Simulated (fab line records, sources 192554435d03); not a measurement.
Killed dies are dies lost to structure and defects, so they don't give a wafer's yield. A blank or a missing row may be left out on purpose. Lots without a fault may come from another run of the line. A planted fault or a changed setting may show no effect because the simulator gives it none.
fab line records | flow n5_finfet
record lots=11 wafers=30 last_day=18
route steps=1938 shown BEOL_M14@1751 BEOL_M15@1774 PASSIVATION@1936
lots that met no fault: from a run of the same line without faults
start_h: hours from the record's first day to the start of the lot's first wafer shown | wait_h: hours since the lot's step before | " the same as in the row above | L1.1+2: a row that stands for several wafers | - no value, or no start given | * or withheld: withheld | < > ~ a bound
route shown NAME@n: a module of which the file shows steps, and the number in the route of the first | usual: mean/standard deviation of fault-free wafers | same: alike in all rows | chamber/n: place in a boat | sites: the reading at each site | _std_site: their standard deviation | _edge_site: outer sites' mean less inner sites' | radius_mm: how far each site lies from the wafer's centre | mask NAME#n: copy n | behind: the tool/chamber that last shaped the wafer | hold: why the lot was held/for how many hours/how that ended | device: the transistor (n, p or np) that didn't switch | end of line: the same wafers' tests at the end of the route | a step without rows: its recipe alone | killed: dies lost to structure and defects at the first sort, not the wafer's yield | map: a wafer's dies, x killed, . not, _ none there
set.NAME: the setting as run; set.NAME@STEP: as run at that earlier step | model.NAME: the simulator's own value behind a step, which no gauge read
steps of the route over a sample of lots; a table a step, a row a wafer
services: from which hour (start_h, from the record's first day; less than 0 if before it) a tool's chamber was out of use, for how many hours, and why
## steps
# step N5_BEOL_M14_ETCH_68
# recipe chemistry=N2/H2 target=SOC mask_material=SiARC source_w=3000 bias_w=350 temp_c=40 time_s=450 ion_energy_ev=200 pressure_mtorr=30 n2_flow_sccm=200 h2_flow_sccm=200
# usual drypump_motor_current_A=5.8/0.53 oes_product_au=0.82/0.091 rf_vpp_V=525.5/2.1 showerhead_plenum_p_Torr=2.60/0.071 throttle_valve_pct=17.64/0.26
# columns lot.wafer tool chamber start_h wait_h drypump_motor_current_A oes_product_au rf_hours_counter_h rf_vpp_V showerhead_plenum_p_Torr throttle_valve_pct
L693.1 rie_diel-01 1 267.60 0.1 5.8 0.94 17 527.1 2.69 17.09
L693.3 " 3 " " 6.6 0.89 24 525.0 2.60 17.50
L693.4 " 2 " " 5.2 0.81 93 527.6 2.70 17.74
L697.1 rie_diel-01 1 276.18 0.1 5.8 0.94 20 527.5 2.69 17.09
L697.3 " 2 " " 5.2 0.80 96 527.9 2.69 17.74
L697.4 " 3 " " 6.6 0.90 28 523.1 2.59 17.48
L700.1 rie_diel-06 0 308.04 0.1 5.7 0.98 3 525.2 2.60 17.43
L700.3 " 1 " " 6.6 0.69 248 526.5 2.60 17.78
L700.5 " 2 " " 6.3 0.93 - 524.3 2.50 17.58
L702.2 rie_diel-01 1 311.50 0.1 5.8 0.90 34 528.5 2.68 17.10
L702.3 " 2 " " 5.2 0.79 110 526.8 2.69 17.77
L702.5 " 0 " " 6.3 0.73 - 525.8 2.64 17.64
L703.5 rie_diel-06 0 320.60 0.1 5.7 0.96 - 527.0 2.60 17.43
L703.6 " 2 " " 6.3 0.93 - 521.9 2.50 17.58
L705.2 rie_diel-03 2 340.72 0.1 5.0 0.75 137 525.0 2.56 18.24
L705.3 " 1 " " 5.5 0.67 242 527.4 2.60 17.93
L705.5 " 2 " " 5.0 0.77 - 524.6 2.56 18.25
L707.1 rie_diel-03 0 347.60 0.1 5.2 0.82 90 525.1 2.56 17.57
L707.5 " 2 " " 5.0 0.75 - 523.4 2.56 18.25
L707.6 " 1 " " 5.5 0.67 - 525.8 2.60 17.94
L708.1 rie_diel-06 2 358.11 0.1 6.3 0.90 47 522.3 2.49 17.61
L708.3 " 1 " " 6.6 0.98 8 525.5 2.60 17.37
L711.3 rie_diel-06 1 364.72 0.1 6.6 0.97 10 525.9 2.60 17.38
L711.4 " 0 " " 5.7 0.92 24 526.1 2.60 17.46
L710.3 rie_diel-06 3 378.02 0.1 5.4 0.84 66 526.5 2.68 17.61
L710.4 " 2 " " 6.3 0.89 53 522.2 2.49 17.63
L710.6 " 0 " " 5.8 0.90 - 526.1 2.59 17.47
L715.1 rie_diel-06 2 402.18 0.1 6.3 0.87 62 524.5 2.49 17.64
L715.2 " 0 " " 5.7 0.88 38 525.3 2.59 17.47
L715.3 " 3 " " 5.4 0.83 76 526.5 2.67 17.64
# step N5_BEOL_M14_SPUTTER_44
# recipe material=Ta target_thk_a=150 temp_c=50 bias_v=80 power_w=15000 chamber_pressure_pa=0.07 time_s=24.19
# usual cathode_dc_power_W=15000/2.9 throttle_valve_pct=30.3/1.2
# columns lot.wafer tool chamber start_h wait_h cathode_dc_power_W throttle_valve_pct
L693.1 pvd_sputter-01 - 274.51 0.0 14997 30.5
L693.3 " - " " 14999 31.5
L693.4 " - " " 14998 32.0
L697.1 pvd_sputter-01 - 278.95 0.0 15004 32.1
L697.3 " - " " 15006 31.5
L697.4 " - " " 15001 28.5
L700.1 pvd_sputter-02 - 308.94 0.0 15004 28.9
L700.3 " - " " 15002 30.0
L700.5 " - " " 14999 28.8
L702.2 pvd_sputter-02 - 314.22 0.0 15001 30.1
L702.3 " - " " 15000 30.5
L702.5 " - " " 14999 30.8
L703.5 pvd_sputter-02 - 324.29 0.0 15001 30.3
L703.6 " - " " 15002 29.1
L705.2 pvd_sputter-02 - 341.84 0.0 15000 29.0
L705.3 " - " " 14998 31.1
L705.5 " - " " 14994 30.2
L707.1 pvd_sputter-01 - 349.95 0.0 14999 30.3
L707.5 " - " " 15005 32.0
L707.6 " - " " 14999 30.3
L708.1 pvd_sputter-02 - 359.62 0.0 14992 30.7
L708.3 " - " " 14998 30.7
L711.3 pvd_sputter-02 - 367.05 0.0 15000 30.7
L711.4 " - " " 14996 31.0
L710.3 pvd_sputter-02 - 379.72 0.0 15004 30.7
L710.4 " - " " 15005 30.2
L710.6 " - " " 15001 30.7
L715.1 pvd_sputter-01 - 405.87 0.0 14997 28.4
L715.2 " - " " 15000 31.4
L715.3 " - " " 15000 32.1
# step N5_BEOL_M14_SPUTTER_45
# recipe material=Cu target_thk_a=1000 temp_c=-20 bias_v=60 power_w=26000 chamber_pressure_pa=0.13 time_s=16.67
# usual cathode_dc_power_W=26000/4.7 throttle_valve_pct=30.3/1.2
# columns lot.wafer tool chamber start_h wait_h cathode_dc_power_W throttle_valve_pct
L693.1 pvd_sputter-01 - 274.59 0.0 25995 29.9
L693.3 " - " " 25998 31.2
L693.4 " - " " 25999 31.7
L697.1 pvd_sputter-01 - 279.03 0.0 26004 32.1
L697.3 " - " " 25997 31.4
L697.4 " - " " 25995 28.5
L700.1 pvd_sputter-02 - 309.02 0.0 26000 29.1
L700.3 " - " " 26002 30.3
L700.5 " - " " 26005 29.0
L702.2 pvd_sputter-02 - 314.30 0.0 25996 30.1
L702.3 " - " " 25999 30.9
L702.5 " - " " 26002 31.0
L703.5 pvd_sputter-02 - 324.37 0.0 25997 30.1
L703.6 " - " " 26005 29.1
L705.2 pvd_sputter-02 - 341.92 0.0 25999 29.0
L705.3 " - " " 25993 31.0
L705.5 " - " " 25999 30.5
L707.1 pvd_sputter-01 - 350.03 0.0 25997 30.3
L707.5 " - " " 25989 32.1
L707.6 " - " " 25997 30.4
L708.1 pvd_sputter-02 - 359.70 0.0 25998 30.6
L708.3 " - " " 25994 30.8
L711.3 pvd_sputter-02 - 367.13 0.0 25997 30.8
L711.4 " - " " 26001 31.0
L710.3 pvd_sputter-02 - 379.80 0.0 25987 30.8
L710.4 " - " " 25997 30.3
L710.6 " - " " 26000 30.7
L715.1 pvd_sputter-01 - 405.95 0.0 25999 28.5
L715.2 " - " " 25998 31.4
L715.3 " - " " 26001 32.0
# step N5_BEOL_M14_CMP_49
# recipe stop_on=SiO2 t_overpolish_s=5.2 down_force_psi=2 platen_rpm=80 clearing_platen_down_force_psi=2 clearing_platen_rpm=80 post_cmp_clean=cu_alkaline target_thk_nm=560 clearing_platen_pad_velocity_m_s=1.5917 pad_velocity_m_s=1.5917
# usual barrier_field_endpoint_s=11.4/0.3 clearing_platen_rpm=80.00/0.044 motor_current_A=8.1/0.91
# columns lot.wafer tool chamber start_h wait_h barrier_field_endpoint_s clearing_platen_rpm motor_current_A
L693.4 cmp-02 1 276.01 0.3 11.7 80.01 8.0
L693.3 " 2 " " 11.4 80.04 9.9
L693.1 " 0 " " 11.2 80.06 8.5
L697.3 cmp-03 3 279.63 0.2 11.4 79.91 7.7
L697.1 " 0 " " 11.3 80.01 8.7
L697.4 " 1 " " 11.2 80.00 8.1
L700.1 cmp-03 0 309.81 0.3 11.0 80.07 8.4
L700.3 " 1 " " 11.2 80.04 7.5
L700.5 " 0 " " 11.0 79.98 8.3
L702.2 cmp-02 3 314.94 0.2 12.1 79.97 7.9
L702.3 " 1 " " 11.5 79.91 7.3
L702.5 " 2 " " 11.9 80.02 10.1
L703.6 cmp-01 0 325.18 0.2 11.6 79.97 7.9
L703.5 " 1 " " 11.7 79.96 8.6
L705.2 cmp-02 3 342.54 0.2 11.8 80.04 7.3
L705.3 " 1 " " 11.7 80.00 7.8
L705.5 " 3 " " 12.1 79.95 8.3
L707.1 cmp-01 3 350.71 0.3 11.4 80.04 7.7
L707.6 " 1 " " 11.0 79.99 9.1
L707.5 " 2 " " 10.8 79.99 7.5
L708.3 cmp-03 2 360.35 0.2 9.2 80.05 6.9
L708.1 " 3 " " 11.4 80.08 8.1
L711.4 cmp-02 3 367.90 0.2 9.1 79.94 7.9
L711.3 " 0 " " 8.6 80.02 8.5
L710.3 cmp-03 1 380.40 0.2 8.8 79.98 7.8
L710.4 " 2 " " 8.8 80.03 6.3
L710.6 " 1 " " 11.1 80.03 7.7
L715.3 cmp-01 3 406.57 0.2 11.4 80.02 7.4
L715.1 " 0 " " 11.2 80.03 7.7
L715.2 " 2 " " 11.1 79.98 7.4
# step N5_BEOL_M15_THK_MEAS_01
# recipe reads=SiO2_of_BEOL_M15_ILD_DEP_00
# usual M15_ILD_THK=1627/22
# columns lot.wafer tool chamber start_h wait_h M15_ILD_THK[nm]
L693.1 film_metro-01 - 276.85 0.2 1608
L693.3 " - " " 1618
L693.4 " - " " 1627
L697.1 film_metro-01 - 280.37 0.1 1600
L697.3 " - " " 1593
L697.4 " - " " 1628
L700.1 film_metro-01 - 310.51 0.1 1605
L700.3 " - " " 1604
L700.5 " - " " 1648
L702.2 film_metro-01 - 315.64 0.1 1624
L702.3 " - " " 1609
L702.5 " - " " 1660
L703.5 film_metro-02 - 325.78 0.0 1636
L703.6 " - " " 1627
L705.2 film_metro-02 - 343.38 0.3 1591
L705.3 " - " " 1643
L705.5 " - " " 1654
L707.1 film_metro-01 - 351.37 0.1 1625
L707.5 " - " " 1633
L707.6 " - " " 1636
L708.1 film_metro-02 - 361.04 0.1 1618
L708.3 " - " " 1614
L711.3 film_metro-02 - 368.60 0.1 1628
L711.4 " - " " 1646
L710.3 film_metro-01 - 381.17 0.1 1635
L710.4 " - " " 1652
L710.6 " - " " 1637
L715.1 film_metro-02 - 407.51 0.1 1616
L715.2 " - " " 1629
L715.3 " - " " 1604
# step N5_PASSIVATION_PROBE_49
# usual defect_limited_yield=91.4/1.5 killed_at_M0_to_M3=34/10 killed_at_M4_up=15/6 killed_at_contacts=12/6 killed_at_front_end=37/11 killed_at_other=3.3/2.8 killed_dies=101/18 killed_open=66/14 killed_short=33/7.8 sort_bin_5_function=5.0/0.97 sort_bin_6_memory=3.2/0.72 sort_bin_8_speed=0.00/0.01 sort_n_pass=1079/18 sort_yield_pct=91.4/1.5
# same gross_dies=1180 killed_at_back_side=0 sort_bin_4_leakage[%]=0
# columns lot.wafer tool chamber start_h wait_h defect_limited_yield[%] killed_at_M0_to_M3 killed_at_M4_up killed_at_contacts killed_at_front_end killed_at_other killed_dies killed_open killed_short sort_bin_5_function[%] sort_bin_6_memory[%] sort_bin_8_speed[%] sort_n_pass sort_yield_pct[%]
L693.1 prober-02 - 302.29 0.0 91.4 32 8 19 40 2 101 64 36 4.9 3.4 0 1079 91.4
L693.3 prober-02 - 302.39 0.1 90.7 25 18 22 38 7 110 68 33 5.2 3.5 0 1070 90.7
L693.4 prober-02 - 302.44 0.2 91.4 23 10 15 47 6 101 62 38 4.6 3.6 0 1079 91.4
L703.5 prober-01 - 348.12 0.2 88.6 36 22 10 65 2 135 92 38 6.6 3.9 0 1045 88.6
L703.6 prober-01 - 348.17 0.3 89.4 49 26 8 42 0 125 87 37 6.1 4.3 0 1055 89.4
L707.1 prober-02 - 369.37 0.0 90.8 34 13 27 33 2 109 83 26 5.0 4.0 0 1071 90.8
L707.5 prober-02 - 369.57 0.2 89.2 38 19 12 52 6 127 83 43 6.4 4.1 0 1053 89.2
L707.6 prober-02 - 369.62 0.3 89.0 46 26 15 37 6 130 91 38 7.2 3.6 0 1050 89.0
L708.3 prober-01 - 385.76 0.1 93.9 19 13 12 26 2 72 47 25 3.0 3.1 0 1108 93.9
L711.3 prober-02 - 385.96 0.1 92.0 33 3 16 41 1 94 65 29 5.1 2.7 0 1086 92.0
# killed by level:class
L693.1 MOL_CONTACT_COAG:geometric_particle:open=12 BEOL_M0_SAQP:geometric_particle:short=9 FIN_SAQP:geometric_particle:open=8 STI_FIN_REVEAL:geometric_particle:open=7 MOL_CONTACT_COAG:geometric_particle:short=7 BEOL_M0_SAQP:geometric_particle:open=6 SPACER0:geometric_particle:open=5 BEOL_M2:geometric_particle:open=4
L693.3 MOL_CONTACT_COAG:geometric_particle:open=18 FIN_SAQP:geometric_particle:open=9 BEOL_M3:geometric_particle:open=6 BEOL_M0_SAQP:geometric_particle:short=5 HKMG_FIN:area_etch=5 FIN_SAQP:geometric_particle:short=4 STI_FIN_REVEAL:geometric_particle:open=4 DUMMY_GATE:geometric_particle:open=4
L693.4 MOL_CONTACT_COAG:geometric_particle:open=14 FIN_SAQP:geometric_particle:open=8 STI_FIN_REVEAL:geometric_particle:open=8 FIN_SAQP:geometric_particle:short=7 GATE_CUT:geometric_particle:short=6 BEOL_M0_SAQP:geometric_particle:short=6 SPACER0:geometric_particle:short=5 BEOL_M4:geometric_particle:open=5
L703.5 FIN_SAQP:geometric_particle:open=18 BEOL_M4:geometric_particle:open=16 STI_FIN_REVEAL:geometric_particle:open=13 FIN_SAQP:geometric_particle:short=12 BEOL_M3:geometric_particle:open=11 MOL_CONTACT_COAG:geometric_particle:open=8 BEOL_M0_SAQP:geometric_particle:short=8 BEOL_M0_SAQP:geometric_particle:open=5
L703.6 BEOL_M4:geometric_particle:open=19 BEOL_M3:geometric_particle:open=13 FIN_SAQP:geometric_particle:open=9 STI_FIN_REVEAL:geometric_particle:open=9 BEOL_M0_SAQP:geometric_particle:short=9 MOL_CONTACT_COAG:geometric_particle:open=8 BEOL_M2:geometric_particle:open=7 BEOL_M0_SAQP:geometric_particle:open=7
L707.1 MOL_CONTACT_COAG:geometric_particle:open=21 BEOL_M3:geometric_particle:open=10 STI_FIN_REVEAL:geometric_particle:open=8 FIN_SAQP:geometric_particle:open=6 MOL_CONTACT_COAG:geometric_particle:short=6 BEOL_M0_SAQP:geometric_particle:open=6 BEOL_M2:geometric_particle:open=5 BEOL_M1:geometric_particle:open=5
L707.5 BEOL_M4:geometric_particle:open=14 FIN_SAQP:geometric_particle:open=10 BEOL_M0_SAQP:geometric_particle:open=9 BEOL_M1:geometric_particle:open=9 MOL_CONTACT_COAG:geometric_particle:open=8 FIN_SAQP:geometric_particle:short=7 STI_FIN_REVEAL:geometric_particle:open=7 DUMMY_GATE:geometric_particle:open=5
L707.6 BEOL_M4:geometric_particle:open=17 BEOL_M0_SAQP:geometric_particle:open=11 BEOL_M3:geometric_particle:open=11 MOL_CONTACT_COAG:geometric_particle:open=10 GATE_CUT:geometric_particle:short=6 FIN_SAQP:geometric_particle:open=5 STI_FIN_REVEAL:geometric_particle:open=5 DUMMY_GATE:geometric_particle:open=5
L708.3 MOL_CONTACT_COAG:geometric_particle:open=8 STI_FIN_REVEAL:geometric_particle:open=7 BEOL_M0_SAQP:geometric_particle:open=6 FIN_SAQP:geometric_particle:short=5 FIN_SAQP:geometric_particle:open=4 MOL_CONTACT_COAG:geometric_particle:short=4 STI_FIN_REVEAL:geometric_particle:short=3 BEOL_M0:geometric_particle:open=3
L711.3 FIN_SAQP:geometric_particle:open=14 MOL_CONTACT_COAG:geometric_particle:open=12 BEOL_M3:geometric_particle:open=12 DUMMY_GATE:geometric_particle:open=8 BEOL_M0_SAQP:geometric_particle:open=7 FIN_SAQP:geometric_particle:short=5 BEOL_M0_SAQP:geometric_particle:short=5 MOL_CONTACT_COAG:geometric_particle:short=4
## services
# columns tool chamber start_h hours kind
rie_diel-06 3 251.02 9.4 repair
rie_diel-03 3 259.60 4.2 repair
rie_diel-06 0 263.94 4.2 repair
cmp-03 - 274.80 4.0 pm
rie_diel-06 - 277.23 4.3 pm
rie_diel-06 0 284.94 - clean
rie_diel-06 0 284.94 - consumable_replace:focus_ring
rie_diel-06 0 284.94 15.1 scheduled_down
rie_diel-06 0 284.94 15.1 vent_cycle
rie_diel-01 0 287.50 1.8 repair
cmp-01 - 288.82 1.2 repair
cmp-03 - 298.26 0.7 repair
rie_diel-03 0 303.24 7.5 repair
rie_diel-06 2 309.91 2.8 repair
cmp-01 - 310.90 4.0 pm
rie_diel-06 1 313.78 - clean
rie_diel-06 1 313.78 - consumable_replace:focus_ring
rie_diel-06 1 313.78 20.5 scheduled_down
rie_diel-06 1 313.78 20.5 vent_cycle
rie_diel-03 1 321.25 4.6 repair
cmp-03 - 343.51 2.6 repair
pvd_sputter-02 - 346.78 6.9 repair
rie_diel-01 - 373.96 1.1 repair
rie_diel-01 1 378.85 1.3 repair
## key
first_sign step=N5_BEOL_M14_CMP_49 reading=barrier_field_endpoint_s direction=down sigmas=8.3 usual=11.4 struck=8.9
effect none on later readings
met_at N5_BEOL_M14_SPUTTER_44
struck_lots L708,L710,L711
struck_wafers L708.3,L710.3,L710.4,L711.3,L711.4
not_acting_at N5_BEOL_M14_ETCH_68,N5_BEOL_M14_SPUTTER_45,N5_BEOL_M15_THK_MEAS_01
onset_between 341.84 359.62
fault kind=process_parameter_drift tool=pvd_sputter-02 chamber=- onset_h=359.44 steps=N5_BEOL_M14_SPUTTER_44 channel=time_s offset=* shape=step end_h=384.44 scope=struck_wafers_only acts_in=* stated=*
